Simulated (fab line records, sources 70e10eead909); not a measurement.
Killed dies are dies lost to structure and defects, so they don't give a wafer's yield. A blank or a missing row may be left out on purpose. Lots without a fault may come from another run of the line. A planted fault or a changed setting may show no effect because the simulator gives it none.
Which tool did it? | flow nand_harc | 12 lots, 36 wafers sampled, at 4 steps of a route of 1159

WHAT THE GAUGES READ, wafer by wafer
NHARC_A_SLIT_CD_MEAS_21.
lot  | measured     | on        | cd_nm (nm)
L075 | day 14 14:51 | cd_sem-02 | 289.3 289.1 288.8
L076 | day 15 08:25 | cd_sem-03 | 289.8 288.9 289.7
L079 | day 15 19:36 | cd_sem-03 | 290.8 289.4 290.6
L081 | day 16 13:53 | cd_sem-02 | 286.4 287.8 286.9
L082 | day 17 01:54 | cd_sem-02 | 289.6 289.6 289.1
L083 | day 17 04:22 | cd_sem-01 | 289.1 289.3 289.1
L087 | day 17 22:01 | cd_sem-01 | 290.0 288.9 289.7
L088 | day 18 17:52 | cd_sem-02 | 289.2 289.0 288.6
L090 | day 19 01:34 | cd_sem-02 | 290.6 291.0 290.2
L093 | day 19 20:48 | cd_sem-02 | 288.9 287.6 288.0
L094 | day 19 21:00 | cd_sem-03 | 289.2 291.3 290.6
L097 | day 20 08:32 | cd_sem-02 | 289.3 288.9 288.6

WHICH TOOL RAN EACH LOT (tool, then ch and the chambers of the sampled wafers, then the start)
lot  | NHARC_A_STAIRCASE_STRIP_446          | NHARC_A_STAIRCASE_ETCHBACK_422     | NHARC_A_SGD_CUT_ETCH_58
L075 | plasma_asher-02 ch 0,1, day 13 22:14 | rie_diel-04 ch 0,1, day 13 23:31   | rie_diel-11 ch 0,2, day 14 01:58
L076 | plasma_asher-01 ch 0,1, day 14 13:32 | rie_diel-04 ch 0,2,3, day 14 14:49 | rie_diel-11 ch 1,2,3, day 14 17:10
L079 | plasma_asher-01 ch 0,1, day 15 01:36 | rie_diel-04 ch 0,2, day 15 02:52   | rie_diel-11 ch 0,1,2, day 15 05:11
L081 | plasma_asher-02 ch 0,1, day 15 18:34 | rie_diel-03 ch 1,3, day 15 19:54   | rie_diel-11 ch 1,3, day 15 22:28
L082 | plasma_asher-01 ch 0,1, day 16 04:41 | rie_diel-09 ch 0,1,3, day 16 05:59 | rie_diel-08 ch 0,1, day 16 08:42
L083 | plasma_asher-01 ch 0,1, day 16 06:13 | rie_diel-03 ch 2,3, day 16 07:32   | rie_diel-10 ch 2,3, day 16 09:55
L087 | plasma_asher-02 ch 0,1, day 17 04:03 | rie_diel-03 ch 1,2,3, day 17 05:25 | rie_diel-11 ch 0,1,2, day 17 07:55
L088 | plasma_asher-01 ch 0, day 17 22:13   | rie_diel-09 ch 0,3, day 17 23:30   | rie_diel-10 ch 0,2,3, day 18 02:01
L090 | plasma_asher-02 ch 0,1, day 18 11:01 | rie_diel-03 ch 1,2,3, day 18 12:25 | rie_diel-08 ch 0,1,3, day 18 14:47
L093 | plasma_asher-01 ch 0,1, day 19 01:04 | rie_diel-03 ch 2,3, day 19 02:24   | rie_diel-10 ch 1,2, day 19 05:00
L094 | plasma_asher-01 ch 0,1, day 19 02:04 | rie_diel-03 ch 0,2,3, day 19 03:23 | rie_diel-11 ch 1,2,3, day 19 05:47
L097 | plasma_asher-01 ch 0,1, day 19 11:58 | rie_diel-09 ch 0,3, day 19 13:19   | rie_diel-10 ch 2,3, day 19 15:40
- NHARC_A_STAIRCASE_STRIP_446: strips in O2.
- NHARC_A_STAIRCASE_ETCHBACK_422: etches the open film in CH3F/O2, target depth 40 nm, time 74.286 s.
- NHARC_A_SGD_CUT_ETCH_58: etches the open film in CF4, target depth 39 nm, time 65 s.

THE ANSWER, worked out from the rows above alone
Rule: what is usual is taken from the lots themselves. Put in order of their means at a reading, lots are off if they are a third of the lots or fewer, leave a main group of 4 or more, and stand apart from it by a gap of 3 or more times the standard deviation of the main group's means; of several such gaps the widest counts. A main group whose means are all the same, to the digits that the tables above print for the reading, isn't used. A lot without any number at a reading at which 4 lots or more have one is off too. The other lots that the step has rows for count as sound.
No lot is off at any reading shown: from this, nothing can be told.

WHAT THE SIMULATOR HAD PUT IN
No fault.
